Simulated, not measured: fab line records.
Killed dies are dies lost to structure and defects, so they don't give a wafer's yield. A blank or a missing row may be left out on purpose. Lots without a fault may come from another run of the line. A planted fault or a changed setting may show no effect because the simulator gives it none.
Commonality check across tools | flow nand-harc | 24 wafers sampled across 8 lots

== THE REASON FOR OPENING IT ==
Flagged at NHARC_END_SORT_01: reading killed-at-array, on 2 of 8 lots. No-fault wafers: 27, standard deviation 10.
Rule: a lot is flagged when every wafer of it that has a number lies more than 4 standard deviations from that mean, or none has a number. The other lots count as sound.

lot  | measured     | on        | killed-at-array, wafer by wafer | flag
L309 | day 20 06:23 | prober-01 | 31 32 14                        |
L315 | day 21 00:04 | prober-01 | 30 21 36                        |
L311 | day 21 00:19 | prober-02 | 9 19 16                         |
L313 | day 21 14:16 | prober-02 | 9 10 11                         |
L316 | day 21 21:18 | prober-02 | 30 30 37                        |
L320 | day 21 21:55 | prober-01 | 18 13 29                        |
L323 | day 23 15:56 | prober-01 | 676 673 673                     | FLAGGED
L324 | day 23 15:56 | prober-02 | 676 676 675                     | FLAGGED
Average over the flagged lots: 675; offset from the usual +648, equal to +65 standard deviations.

== WHICH TOOL EACH LOT WENT THROUGH ==
Before the reading, the record contains 4 process steps out of a 1159-step route. Read each cell as the tool, then ch plus the chambers that the sampled wafers visited, then the start.
lot  | flag    | NHARC_A_STAIRCASE_STRIP_446          | NHARC_A_STAIRCASE_ETCHBACK_422     | NHARC_A_SGD_CUT_DEP_00          | NHARC_A_SGD_CUT_ETCH_16
L309 |         | plasma-asher-01 ch 0,1, day 14 03:56 | rie-diel-10 ch 1,2,3, day 14 05:19 | pecvd-02 ch 0,2, day 14 06:38   | rie-diel-08 ch 1,2, day 14 07:59
L315 |         | plasma-asher-01 ch 0,1, day 15 12:45 | rie-diel-13 ch 0,1,3, day 15 14:15 | pecvd-03 ch 0,1,2, day 15 15:52 | rie-diel-03 ch 1,2,3, day 15 17:20
L311 |         | plasma-asher-01 ch 0,1, day 15 04:59 | rie-diel-11 ch 0,1, day 15 06:10   | pecvd-01 ch 0,1,2, day 15 07:35 | rie-diel-08 ch 0,1, day 15 08:51
L313 |         | plasma-asher-01 ch 1, day 16 00:01   | rie-diel-13 ch 0,3, day 16 01:27   | pecvd-03 ch 0,1,2, day 16 02:54 | rie-diel-08 ch 1,2, day 16 04:23
L316 |         | plasma-asher-01 ch 0,1, day 16 06:54 | rie-diel-10 ch 1,2,3, day 16 08:19 | pecvd-03 ch 0,1,2, day 16 09:40 | rie-diel-08 ch 1,2,3, day 16 11:03
L320 |         | plasma-asher-01 ch 0,1, day 16 21:20 | rie-diel-10 ch 0,1,2, day 16 22:41 | pecvd-01 ch 1,2, day 17 00:02   | rie-diel-03 ch 0,1,3, day 17 01:24
L323 | FLAGGED | plasma-asher-01 ch 0,1, day 18 05:31 | rie-diel-11 ch 2,3, day 18 06:52   | pecvd-01 ch 1,2, day 18 08:30   | rie-diel-08 ch 0,1,3, day 18 09:58
L324 | FLAGGED | plasma-asher-01 ch 0,1, day 18 05:17 | rie-diel-11 ch 1,3, day 18 06:35   | pecvd-01 ch 0,1,2, day 18 08:11 | rie-diel-03 ch 0,2,3, day 18 09:32
What the steps here do:
- NHARC_A_STAIRCASE_STRIP_446: strips in O2.
- NHARC_A_STAIRCASE_ETCHBACK_422: etches the open film in CH3F/O2, target depth 40 nm, time 74.286 s.
- NHARC_A_SGD_CUT_DEP_00: deposits SiNx, target thk 50 nm.
- NHARC_A_SGD_CUT_ETCH_16: etches the open film in C4F8/O2/Ar, target depth 310.5 nm, time 155.2 s.
- NHARC_END_SORT_01

== FLAGGED AGAINST TOTAL, ONE TOOL AT A TIME (gauges that did the reading follow at the end) ==
step                           | tool            | lots run | flagged | share of the flagged lots | sound lots run after its first flagged lot
NHARC_A_STAIRCASE_STRIP_446    | plasma-asher-01 | 8        | 2       | all                       | 0
NHARC_A_STAIRCASE_ETCHBACK_422 | rie-diel-10     | 3        | 0       | none                      | -
NHARC_A_STAIRCASE_ETCHBACK_422 | rie-diel-11     | 3        | 2       | all                       | 0
NHARC_A_STAIRCASE_ETCHBACK_422 | rie-diel-13     | 2        | 0       | none                      | -
NHARC_A_SGD_CUT_DEP_00         | pecvd-01        | 4        | 2       | all                       | 0
NHARC_A_SGD_CUT_DEP_00         | pecvd-02        | 1        | 0       | none                      | -
NHARC_A_SGD_CUT_DEP_00         | pecvd-03        | 3        | 0       | none                      | -
NHARC_A_SGD_CUT_ETCH_16        | rie-diel-03     | 3        | 1       | some                      | 0
NHARC_A_SGD_CUT_ETCH_16        | rie-diel-08     | 5        | 1       | some                      | 0
NHARC_END_SORT_01              | prober-01       | 4        | 1       | some                      | 0
NHARC_END_SORT_01              | prober-02       | 4        | 1       | some                      | 0

== WHAT THE TABLE ALLOWS ==
In the table, 3 rows ran each flagged lot (plasma-asher-01 at NHARC_A_STAIRCASE_STRIP_446; rie-diel-11 at NHARC_A_STAIRCASE_ETCHBACK_422; pecvd-01 at NHARC_A_SGD_CUT_DEP_00).
- plasma-asher-01 at NHARC_A_STAIRCASE_STRIP_446 ran 8 lots, 2 of them flagged. It ran its last sound lot, L320, at day 16 21:20 and its first flagged lot, L324, at day 18 05:17: a fault with its onset between the two fits.
- rie-diel-11 at NHARC_A_STAIRCASE_ETCHBACK_422 ran 3 lots, 2 of them flagged. It ran its last sound lot, L311, at day 15 06:10 and its first flagged lot, L324, at day 18 06:35: a fault with its onset between the two fits.
- pecvd-01 at NHARC_A_SGD_CUT_DEP_00 ran 4 lots, 2 of them flagged. It ran its last sound lot, L320, at day 17 00:02 and its first flagged lot, L324, at day 18 08:11: a fault with its onset between the two fits.
A lot count leaves these 3 tools indistinguishable: every one of them fits a fault beginning at some hour. More lots, or a look at what each step does to the wafer, might.

== WHAT THE SIMULATOR HAD INSERTED ==
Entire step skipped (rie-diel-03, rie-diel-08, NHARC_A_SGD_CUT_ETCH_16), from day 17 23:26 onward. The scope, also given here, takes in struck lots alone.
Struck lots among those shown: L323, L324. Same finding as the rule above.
